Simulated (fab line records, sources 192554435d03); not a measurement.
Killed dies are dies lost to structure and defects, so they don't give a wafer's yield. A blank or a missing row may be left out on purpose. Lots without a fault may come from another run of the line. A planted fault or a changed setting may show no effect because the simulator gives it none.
fab line records | flow n5_finfet
record lots=4 wafers=12 last_day=16
route steps=1938 shown MOL_CONTACT_COAG@624 BEOL_M0_SAQP@632 BEOL_M0_CUTY@710 BEOL_M4@1111 PASSIVATION@1936
lots that met no fault: from a run of the same line without faults
start_h: hours from the record's first day to the start of the lot's first wafer shown | wait_h: hours since the lot's step before | " the same as in the row above | L1.1+2: a row that stands for several wafers | - no value, or no start given | * or withheld: withheld | < > ~ a bound
route shown NAME@n: a module of which the file shows steps, and the number in the route of the first | usual: mean/standard deviation of fault-free wafers | same: alike in all rows | chamber/n: place in a boat | sites: the reading at each site | _std_site: their standard deviation | _edge_site: outer sites' mean less inner sites' | radius_mm: how far each site lies from the wafer's centre | mask NAME#n: copy n | behind: the tool/chamber that last shaped the wafer | hold: why the lot was held/for how many hours/how that ended | device: the transistor (n, p or np) that didn't switch | end of line: the same wafers' tests at the end of the route | a step without rows: its recipe alone | killed: dies lost to structure and defects at the first sort, not the wafer's yield | map: a wafer's dies, x killed, . not, _ none there
set.NAME: the setting as run; set.NAME@STEP: as run at that earlier step | model.NAME: the simulator's own value behind a step, which no gauge read
lots at some steps of the route; a table a step, a row a wafer
services: from which hour (start_h, from the record's first day; less than 0 if before it) a tool's chamber was out of use, for how many hours, and why
## steps
# step N5_MOL_CONTACT_COAG_CVD_140
# recipe material=W target_thk_a=665 mode=selective_fill temp_c=300 time_s=215
# step N5_MOL_CONTACT_COAG_PRECLEAN_127
# recipe chemistry=DIW time_s=57.5 temp_c=23
# step N5_MOL_CONTACT_COAG_SRD_128
# recipe dry_time_s=32 dry=n2_spin spin_rpm=1500
# step N5_MOL_CONTACT_COAG_CMP_52
# recipe stop_on=SiO2 t_overpolish_s=1.5 post_cmp_clean=w_dilute_nh4oh down_force_psi=4 platen_rpm=50.289 pad_velocity_m_s=1.0006 target_thk_nm=66.5
# step N5_MOL_CONTACT_COAG_ANNEAL_112
# recipe temp_c=400 time_s=1800 ambient=HPD2 pressure_atm=10
# step N5_BEOL_M0_SAQP_PECVD_00
# recipe material=SiCN target_thk_a=80 temp_c=withheld precursor=3MS/NH3 pressure_torr=3 rf_w=202 time_s=14
# step N5_BEOL_M0_SAQP_ILD_DEP_01
# recipe material=SiOC target_thk_a=454.19 temp_c=350 precursor=DEMS/O2 pressure_torr=5 rf_w=500 time_s=8.7
# step N5_BEOL_M0_SAQP_HM_DEP_02
# recipe material=TiN target_thk_a=120 temp_c=25 chamber_pressure_pa=0.49996
# step N5_BEOL_M0_SAQP_PECVD_03
# recipe material=SiCN target_thk_a=120 temp_c=withheld precursor=3MS/NH3 pressure_torr=3 rf_w=202 time_s=21.1
# step N5_BEOL_M0_SAQP_PECVD_96
# recipe material=a-Si target_thk_a=450 temp_c=350 precursor=SiH4/He pressure_torr=3 rf_w=100 time_s=45.2
# usual heater_power_w=606/75 showerhead_plenum_p_Torr=5.71/0.054 showerhead_vpp_V=619/32 throttle_valve_pct=18.4/1.5
# columns lot.wafer tool chamber start_h wait_h heater_power_w showerhead_plenum_p_Torr showerhead_vpp_V throttle_valve_pct
L918.3 pecvd-01 2 146.14 0.0 704 5.70 630 16.4
L918.5 " 2 " " 723 5.70 641 16.3
L918.6 " 1 " " 601 5.77 650 20.4
L920.2 pecvd-01 2 156.83 0.0 737 5.70 631 16.6
L920.3 " 1 " " 602 5.77 662 20.7
L920.5 " 1 " " 588 5.76 645 20.4
L921.1 pecvd-01 0 164.03 0.0 454 5.62 603 16.8
L921.2 " 2 " " 737 5.70 644 16.6
L921.6 " 1 " " 628 5.77 657 20.6
L929.3 pecvd-03 0 213.50 0.0 581 5.74 662 18.3
L929.4 " 2 " " 596 5.73 581 18.1
L929.5 " 1 " " 739 5.78 627 18.6
# step N5_BEOL_M0_SAQP_PECVD_97
# recipe material=SiNx target_thk_a=230 temp_c=350 precursor=SiH4/NH3/N2 pressure_torr=1.5 rf_w=300 time_s=19.9
# step N5_BEOL_M0_SAQP_PECVD_04
# recipe material=a-Si target_thk_a=600 temp_c=350 precursor=SiH4/He pressure_torr=3 rf_w=100 time_s=60.2
# step N5_BEOL_M0_SAQP_HM_DEP_111
# recipe material=SiO2 target_thk_a=120 temp_c=400 precursor=SiH4/N2O pressure_torr=0.75 rf_w=275 time_s=7.2
# step N5_BEOL_M0_SAQP_COAT_81
# recipe resist=SOC temp_c=250 time_s=60 spin_rpm=1500 resist_thk_nm=100
# step N5_BEOL_M0_SAQP_COAT_82
# recipe resist=SiARC temp_c=220 time_s=60 spin_rpm=1500 resist_thk_nm=30
# step N5_BEOL_M0_SAQP_COAT_08
# recipe resist=CAR-ArF spin_rpm=1500 resist_thk_nm=90
# step N5_BEOL_M0_SAQP_EBR_10
# recipe solvent=PGMEA ebr_width_mm=1.5
# step N5_BEOL_M0_SAQP_SOFTBAKE_09
# recipe temp_c=110 time_s=60 resist=CAR-ArF
# step N5_BEOL_M0_SAQP_EXPOSE_11
# recipe mask_id=M0_CORE na=1.35 source_shape=dipole sigma_inner=0.538 sigma_outer=0.738 polarization=te target_cd_nm=42 dose_mj=55
# step N5_BEOL_M0_SAQP_PEB_12
# recipe peb_temp_c=withheld peb_time_s=60 resist=CAR-ArF
# step N5_BEOL_M0_SAQP_DEVELOP_13
# recipe develop_time_s=30 developer=TMAH resist=CAR-ArF dev_temp_c=23 rinse_liquid=diw dry=air_spin
# step N5_BEOL_M0_SAQP_INSPECT_16
# recipe mode=adi inspect_instrument=brightfield
# usual raw_defect_count=502/140
# columns lot.wafer tool chamber start_h wait_h raw_defect_count
L918.3 defect_inspect-02 - 146.73 0.0 648
L918.5 " - " " 590
L918.6 " - " " 774
L920.2 defect_inspect-02 - 157.55 0.0 479
L920.3 " - " " 1565
L920.5 " - " " 1491
L921.1 defect_inspect-01 - 164.74 0.0 580
L921.2 " - " " 367
L921.6 " - " " 1359
L929.3 defect_inspect-02 - 214.37 0.0 377
L929.4 " - " " 328
L929.5 " - " " 543
# step N5_BEOL_M0_SAQP_DESCUM_19
# recipe chemistry=O2 time_s=7.9 source_power_w=50 bias_power_w=20 pressure_mtorr=20 rf_frequency_hz=2.712e+07 temp_c=40 resist=CAR-ArF o2_flow_sccm=225
# step N5_BEOL_M0_SAQP_ETCH_83
# recipe chemistry=CF4 target=SiARC target_depth_a=390 mask_material=CAR-ArF time_s=65 ion_energy_ev=80 pressure_mtorr=40 source_w=545 bias_w=36 Ar_flow_sccm=100 cf4_flow_sccm=100 ends=cleared
# step N5_BEOL_M0_SAQP_ETCH_84
# recipe chemistry=N2/H2 target=SOC target_depth_a=1000 overetch_a=200 mask_material=SiARC temp_c=40 time_s=150 ion_energy_ev=200 pressure_mtorr=30 source_w=840 bias_w=150 n2_flow_sccm=200 h2_flow_sccm=200
# step N5_BEOL_M0_SAQP_STRIP_80
# recipe chemistry=N2/H2 temp_c=40 n2_flow_sccm=200 h2_flow_sccm=200 rf_frequency_hz=6e+07
# step N5_BEOL_M0_SAQP_HM_OPEN_112
# recipe chemistry=CHF3/O2 target=SiO2 stop_on=a-Si target_depth_a=120 over_etch_frac=1.25 mask_material=SOC time_s=13.5 pressure_mtorr=30 source_w=650 bias_w=170 Ar_flow_sccm=200 CHF3_flow_sccm=50 O2_flow_sccm=5 ion_energy_ev=200 ends=end_point
# step N5_BEOL_M0_SAQP_STRIP_113
# recipe chemistry=CHF3/O2 resist=SiARC rf_frequency_hz=6e+07
# step N5_BEOL_M0_SAQP_MANDREL_ETCH_20
# recipe target_depth_a=600 chemistry=HBr/Cl2 target=a-Si stop_on=SiNx bt_time_s=10 mask_material=SOC over_etch_frac=0.5 time_s=30 pressure_mtorr=10 icp_w=800 bias_w=75 HBr_flow_sccm=150 Cl2_flow_sccm=80 ends=end_point
# step N5_BEOL_M0_SAQP_STRIP_86
# recipe chemistry=N2/H2 power_w=500 temp_c=40 pressure_mtorr=50 rf_frequency_hz=6e+07 overash_fraction=0.3 bias_power_w=28 h2_frac=0.5 n2_flow_sccm=300 h2_flow_sccm=300
# step N5_BEOL_M0_SAQP_STRIP_115
# recipe chemistry=post_etch_residue_remover time_s=60 temp_c=25 remover_ph=withheld remover_water_wt_pct=withheld remover_fluoride_wt_pct=withheld
# step N5_BEOL_M0_SAQP_SRD_93
# recipe dry=ipa_marangoni time_s=30 temp_c=23 rinse_liquid=diw
# step N5_BEOL_M0_SAQP_RECESS_114
# recipe chemistry=HF/NH3 target=SiO2 target_depth_a=144 afs_cycles=3 temp_c=30 sublimation_temp_c=180 sublimation_time_s=60
# step N5_BEOL_M0_SAQP_SPACER1_ALD_98
# recipe material=SiO2 target_thk_a=128 temp_c=300 ald_precursor_family=BDEAS ald_co_reactant=O2-plasma pulse_time_s=1 purge_time_s=2 co_reactant_purge_time_s=2 ald_cycles=138 pressure_torr=2
# step N5_BEOL_M0_SAQP_SPACER1_ETCHBACK_99
# recipe chemistry=CHF3/O2 mode=anisotropic_etchback target=SiO2 target_depth_a=154 time_s=7.7 pressure_mtorr=30 source_w=650 bias_w=170 Ar_flow_sccm=200 CHF3_flow_sccm=50 O2_flow_sccm=5 ion_energy_ev=200
# step N5_BEOL_M0_SAQP_MANDREL1_REMOVE_100
# recipe chemistry=HBr/Cl2/O2 bt_time_s=10 target=a-Si stop_on=SiNx endpoint=OES-SiCl over_etch_frac=0.85 icp_w=600 bias_w=30 HBr_flow_sccm=150 Cl2_flow_sccm=80 O2_flow_sccm=5 pressure_mtorr=10
# step N5_BEOL_M0_SAQP_INSPECT_42
# recipe mode=adi inspect_instrument=brightfield
# usual raw_defect_count=291/110
# columns lot.wafer tool chamber start_h wait_h raw_defect_count
L918.3 defect_inspect-02 - 150.87 0.0 151
L918.5 " - " " 274
L918.6 " - " " 317
L920.2 defect_inspect-01 - 161.62 0.0 216
L920.3 " - " " 1363
L920.5 " - " " 1398
L921.1 defect_inspect-01 - 168.51 0.1 280
L921.2 " - " " 313
L921.6 " - " " 1246
L929.3 defect_inspect-01 - 219.44 0.0 272
L929.4 " - " " 173
L929.5 " - " " 320
# step N5_BEOL_M0_CUTY_INSPECT_59
# recipe mode=adi inspect_instrument=macro
# usual raw_defect_count=2.1/1.4
# columns lot.wafer tool chamber start_h wait_h raw_defect_count
L918.3 defect_inspect-02 - 152.26 0.0 0
L918.5 " - " " 1
L918.6 " - " " 1
L920.2 defect_inspect-01 - 163.06 0.0 1
L920.3 " - " " >300
L920.5 " - " " >300
L921.1 defect_inspect-01 - 171.41 0.0 3
L921.2 " - " " 2
L921.6 " - " " >300
L929.3 defect_inspect-01 - 221.01 0.0 5
L929.4 " - " " 1
L929.5 " - " " 1
# step N5_BEOL_M4_RC_MEAS_101
# usual DIBL_N=36.4/1.6 DIBL_P=35.9/2 IOFF_N=0.152/0.03 IOFF_P=0.20/0.032 ION_N=670/12 ION_P=459/7.3 SS_N=71.6/0.55 SS_P=73.2/0.69 VT_N=251/3.5 VT_P=-252/3.2
# columns lot.wafer tool chamber start_h wait_h DIBL_N[mV/V] DIBL_P[mV/V] IOFF_N[nA/um] IOFF_P[nA/um] ION_N[uA/um] ION_P[uA/um] SS_N[mV/dec] SS_P[mV/dec] VT_N[mV] VT_P[mV]
L918.3 prober-02 0 205.72 0.3 34.0 35.7 0.127 0.18 667 461 70.9 73.4 253 -256
L918.5 " 0 " " 36.1 38.9 0.187 0.24 686 462 71.9 73.5 245 -251
L918.6 " 0 " " 32.4 33.7 0.107 0.16 660 454 71.3 72.1 255 -257
L920.2 prober-02 0 224.73 0.2 38.4 36.1 0.180 0.22 686 463 71.7 73.2 250 -253
L920.3 " 0 " " 35.3 32.6 0.123 0.17 661 459 70.9 72.8 254 -255
L920.5 " 0 " " 39.9 37.1 0.209 0.24 693 465 72.2 74.2 248 -251
L921.1 prober-01 0 227.76 0.1 39.3 40.3 0.215 0.24 681 455 72.5 74.0 250 -250
L921.2 " 0 " " 35.4 36.4 0.133 0.17 656 448 71.8 73.3 256 -257
L921.6 " 0 " " 39.1 40.8 0.215 0.25 690 472 72.1 75.2 248 -251
L929.3 prober-01 0 283.55 0.3 36.1 37.3 0.156 0.21 672 465 71.8 72.6 250 -248
L929.4 " 0 " " 34.7 34.2 0.123 0.17 654 451 71.2 72.0 255 -254
L929.5 " 0 " " 35.6 35.9 0.140 0.19 668 459 71.3 72.1 250 -251
# step N5_PASSIVATION_PROBE_49
# usual defect_limited_yield=91.7/1.2 killed_at_M0_to_M3=33/9.5 killed_at_M4_up=13/4.9 killed_at_contacts=13/6.6 killed_at_front_end=36/11 killed_at_other=3.0/2.6 killed_dies=97/14 killed_on_rim=13/3.8 killed_open=65/11 killed_short=31/6.6 sort_bin_5_function=4.8/0.82 sort_bin_6_memory=3.1/0.58 sort_n_pass=1083/14 sort_yield_pct=91.7/1.2
# same gross_dies=1180 killed_at_back_side=0 sort_bin_4_leakage[%]=0 sort_bin_8_speed[%]=0
# columns lot.wafer tool chamber start_h wait_h defect_limited_yield[%] killed_at_M0_to_M3 killed_at_M4_up killed_at_contacts killed_at_front_end killed_at_other killed_dies killed_on_rim killed_open killed_short sort_bin_5_function[%] sort_bin_6_memory[%] sort_n_pass sort_yield_pct[%]
L920.3 prober-01 - 324.35 0.1 85.7 101 12 10 45 1 169 28 62 31 7.9 4.1 1011 85.7
L920.5 prober-01 - 324.45 0.2 86.7 112 18 1 25 1 157 29 62 22 7.5 3.6 1023 86.7
L921.2 prober-02 - 337.11 0.1 94.6 12 11 11 30 0 64 6 48 11 3.1 1.9 1116 94.6
L921.6 prober-02 - 337.31 0.3 87.5 92 14 13 26 2 147 29 50 24 6.9 3.1 1033 87.5
# killed by level:class
L920.3 BEOL_M0_SAQP:unspecified=76 STI_FIN_REVEAL:geometric_particle:open=17 FIN_SAQP:geometric_particle:short=7 MOL_CONTACT_COAG:geometric_particle:open=7 BEOL_M4:geometric_particle:open=5 BEOL_M0_SAQP:geometric_particle:short=5 BEOL_M1:geometric_particle:open=5 BEOL_M2:geometric_particle:open=4
L920.5 BEOL_M0_SAQP:unspecified=71 BEOL_M1:geometric_particle:open=13 BEOL_M2:geometric_particle:open=9 BEOL_M4:geometric_particle:open=7 DUMMY_GATE:geometric_particle:open=6 BEOL_M0_SAQP:geometric_particle:short=5 BEOL_M0_SAQP:geometric_particle:open=5 STARTING-WAFER:geometric_particle:open=5
L921.2 MOL_CONTACT_COAG:geometric_particle:open=10 FIN_SAQP:geometric_particle:open=8 BEOL_M4:geometric_particle:open=6 STARTING-WAFER:geometric_particle:open=4 HKMG_FIN:area_etch=4 BEOL_M0_SAQP:geometric_particle:short=3 BEOL_M0:geometric_particle:open=3 BEOL_M2:geometric_particle:open=3
L921.6 BEOL_M0_SAQP:unspecified=73 BEOL_M4:geometric_particle:open=11 MOL_CONTACT_COAG:geometric_particle:open=9 BEOL_M1:geometric_particle:open=6 FIN_SAQP:geometric_particle:open=4 DUMMY_GATE:geometric_particle:short=4 DUMMY_GATE:geometric_particle:open=4 MOL_CONTACT_COAG:geometric_particle:short=4
# map L920.3 (x killed, . not)
_________________............________________
______________.......x.........x_____________
___________.........x....x...xx....__________
__________..........x..............._________
________.....x..........x.......x..x.._______
_______...........................x....______
______........x..x................x....._____
_____.....x..x.......x...x.......x.......____
____.........x...........x........x.......___
___...x..........x...x........x.....x......__
___x.....x..x..............................__
__..............x..x..............x........._
__.........x....x..........................._
_.......................................x....
_.......x........................x........x..
_...x...........x.............x........x.....
_.........................x...........x......
_.......x.....x................x.......x....x
_.x.x..x............x.x......................
_........x..x..x....x...................x....
_x....x..x.x...............x...........xx....
__..x.....x..xx..........x................x._
__.xxxx..xx.x........x......................_
___xxxxxxx.xx.x...x......................x.__
___xxxxxxxxxx...xx......xx......x....x.....__
____xxxxxxxx.x.....x......................___
_____xxxxxxxxxx......................x...____
______xxxxxxxx..x....................x.._____
_______xxxxxxx.x..............x.......x______
________xxxxx.x......................._______
__________xxxxx............x........_________
___________xx......x..............x__________
______________.................._____________
_________________.x....x.....________________
# map L921.6 (x killed, . not)
_________________....x.......________________
______________................x._____________
___________.................x......__________
__________...x......................_________
________..........x...x...x....x......_______
_______......x.........................______
______.........x...xx....x...........x.._____
_____......x....x..........x.............____
____.................................x....___
___.......x...........x........xx....x.x...__
___....................x...................__
__..x.......xx.x..........................x._
__......................x.........x..xx....._
_............................................
_................x..........................x
_...............x...x.x.............x........
_xx.......x...........x......................
_.........x...................x..............
_..............x............x................
_.......x....................................
_.x..x...................x..................x
__............x.x..........................._
__x.xxx.x.xx.........x...x......x.....x....._
___xxxxxxxx..x.......................xx....__
___xxxxxxxx.x.....x.....................x..__
____xxxxxxxxxx....x.....x.................___
_____xxxxxxxxx.................xx........____
______xxxxxxx.x........................._____
_______xxxxxxx.........................______
________xxxxxxx.....................x._______
__________xxx.xx.........x...x......_________
___________xx.x.......x............__________
______________.....x............_____________
_________________.........x..________________
## services
# columns tool chamber start_h hours kind
pecvd-01 2 123.03 5.5 scheduled_down
pecvd-03 1 202.01 7.2 repair
## key
first_sign step=N5_BEOL_M0_SAQP_INSPECT_16 reading=raw_defect_count direction=up sigmas=7 usual=502 struck=1472
effect step=N5_BEOL_M0_SAQP_INSPECT_42 reading=raw_defect_count direction=up sigmas=9.7 usual=291 struck=1336
effect step=N5_BEOL_M0_CUTY_INSPECT_59 reading=raw_defect_count direction=up sigmas=99+ usual=2.1 struck=>300
effect step=N5_PASSIVATION_PROBE_49 reading=killed_at_M0_to_M3 direction=up sigmas=7.3 usual=33 struck=102
more_kills_born_at N5_BEOL_M0_SAQP_PECVD_96@pecvd-01=220
met_at N5_BEOL_M0_SAQP_PECVD_96
struck_wafers L920.3,L920.5,L921.6
onset_between 146.14 156.83
fault kind=chamber_particle_source tool=pecvd-01 chamber=1 onset_h=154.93 steps=N5_BEOL_M0_SAQP_PECVD_96 rate_per_visit_cm2=1.6735
